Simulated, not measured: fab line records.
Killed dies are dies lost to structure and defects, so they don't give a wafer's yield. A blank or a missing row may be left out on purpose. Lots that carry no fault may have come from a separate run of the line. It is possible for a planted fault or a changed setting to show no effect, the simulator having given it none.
A struck lot beside a sound one | flow nand_harc | 15 steps out of a route of 1302
Sound: wafers L884.2, L884.3, L884.5. Wafers L892.1, L892.4, L892.6 were the ones struck. The cause is given at the end.
Each step with rows lists, per side, the tool, then ch with its chambers, then its first start. Under that, the readings that differ: sound wafers | struck wafers | difference of the means | sigmas: that difference in standard deviations of wafers without a fault.
alike: words and numbers the same on both sides, and readings whose means are apart by under 2 such deviations; not compared: readings that were withheld, readings missing a value for some wafer, numbers with overlapping values and no deviation given by the record, and bounds like >300 which may hide the same value.
A row with sigmas, a row that says differs or no value, or rows on one side alone: a step with any of these is where the two part. Numbers that have no deviation but don't overlap get no sigmas and don't part them. Lack of a reading on every wafer of one side parts them only where that side has two or more wafers.

NHARC_A_CONTACT_OVL_MEAS_70:
  sound on overlay-01 at day 25 12:45; struck on overlay-01 at day 28 11:39
  alike: overlay_x_nm, overlay_y_nm
NHARC_A_CONTACT_INSPECT_71:
  sound on defect_inspect-01 at day 25 12:47; struck on defect_inspect-01 at day 28 11:41
  alike: raw_defect_count
then, 2 steps without rows for these wafers: NHARC_A_CONTACT_DESCUM_74 (chemistry O2, time 3 s); NHARC_A_CONTACT_ETCH_75 (etches the open film in CF4, target depth 39 nm, time 65 s).
NHARC_A_CONTACT_ETCH_76: etches the open film in N2/H2, target depth 260 nm, time 475.3 s.
  sound on rie_diel-09 ch 3, day 25 13:07; struck on rie_diel-09 ch 2,3
  alike: bias_w, chamber_pressure_mTorr, drypump_motor_current_A, oes_product_au, rf_fwd_power_W, rf_vpp_V, showerhead_plenum_p_Torr, throttle_valve_pct
  not compared: rf_hours_counter_h
then, 1 step without rows for these wafers: NHARC_A_CONTACT_ETCH_77 (etches the open film in CF4/CHF3, target depth 108.9 nm, time 54.5 s).
NHARC_A_CONTACT_ETCH_78: etches the open film in O2/COS, target depth 5300 nm, time 1378 s.
  sound on rie_diel-09 ch 2,3, day 25 13:59; struck on rie_diel-09 ch 0,1
  reading                     | sound       | struck      | difference | sigmas
  drypump_motor_current_A (A) | 5.1 5.5 5.5 | 6.6 6.4 6.6 | +1.2       | +2
  alike: bias_w, chamber_pressure_mTorr, oes_product_au, rf_fwd_power_W, rf_vpp_V, showerhead_plenum_p_Torr, throttle_valve_pct
  not compared: rf_hours_counter_h
then, 1 step without rows for these wafers: NHARC_A_CONTACT_ETCH_124 (etches the open film in C4F8/O2/Ar, time 140 s, target depth 700 nm).
NHARC_A_CONTACT_ETCH_125: etches the open film in C4F8/O2/Ar, time 197 s, target depth 1918 nm.
  sound on har_cap_etch-03 ch 0,1, day 25 15:32; struck on har_cap_etch-03 ch 0,1, day 28 13:34
  alike: chamber_pressure_mTorr, oes_air_line_au
  not compared: rf_hours_counter_h
NHARC_A_CONTACT_ETCH_126: etches the open film in C4F8/O2/Ar, time 197 s, target depth 1918 nm.
  sound on har_cap_etch-03 ch 0,1, day 25 15:43; struck on har_cap_etch-03 ch 0,1, day 28 13:47
  alike: chamber_pressure_mTorr, oes_air_line_au
  not compared: rf_hours_counter_h
then, 1 step without rows for these wafers: NHARC_A_CONTACT_ETCH_127 (etches the open film in C4F8/O2/Ar, time 197 s, target depth 1918 nm).
NHARC_A_CONTACT_ETCH_128: etches the open film in C4F8/O2/Ar, time 197 s, target depth 1918 nm.
  sound on har_cap_etch-03 ch 0,1, day 25 16:04; struck on har_cap_etch-03 ch 0,1, day 28 14:16
  alike: chamber_pressure_mTorr, oes_air_line_au
  not compared: rf_hours_counter_h
NHARC_A_CONTACT_ETCH_129: etches the open film in C4F8/O2/Ar, time 197 s, target depth 1918 nm.
  sound on har_cap_etch-03 ch 0,1, day 25 16:14; struck on har_cap_etch-03 ch 0,1, day 28 14:30
  no value came back on the struck wafers for chamber_pressure_mTorr (mTorr), oes_air_line_au (a.u.), time_s (s); on the sound wafers chamber_pressure_mTorr (mTorr) reads 19.974 19.994 19.962
  not compared: rf_hours_counter_h
then, 1 step without rows for these wafers: NHARC_A_CONTACT_ETCH_130 (etches the open film in C4F8/O2/Ar, time 197 s, target depth 1918 nm).
-- break in the record here, with 2 days between the starts of the struck wafers on either side (left off in module A_CONTACT, picked up again in module END, where the first step shown is number 1302 on the route) --
NHARC_END_SORT_01:
  sound on prober-01 ch 0, day 28 01:23; struck on prober-01 ch 0, day 31 02:30
  reading         | sound    | struck      | difference | sigmas
  killed_at_array | 58 54 49 | 674 673 673 | +620       | +30
  killed_dies     | 65 58 51 | 677 677 677 | +619       | +31
  alike: killed_at_other, killed_at_periphery, killed_open, killed_short

## WHERE THEY PART
At NHARC_A_CONTACT_ETCH_78 first; at NHARC_END_SORT_01 last (within this record only).

WHY: whatever the simulator had introduced
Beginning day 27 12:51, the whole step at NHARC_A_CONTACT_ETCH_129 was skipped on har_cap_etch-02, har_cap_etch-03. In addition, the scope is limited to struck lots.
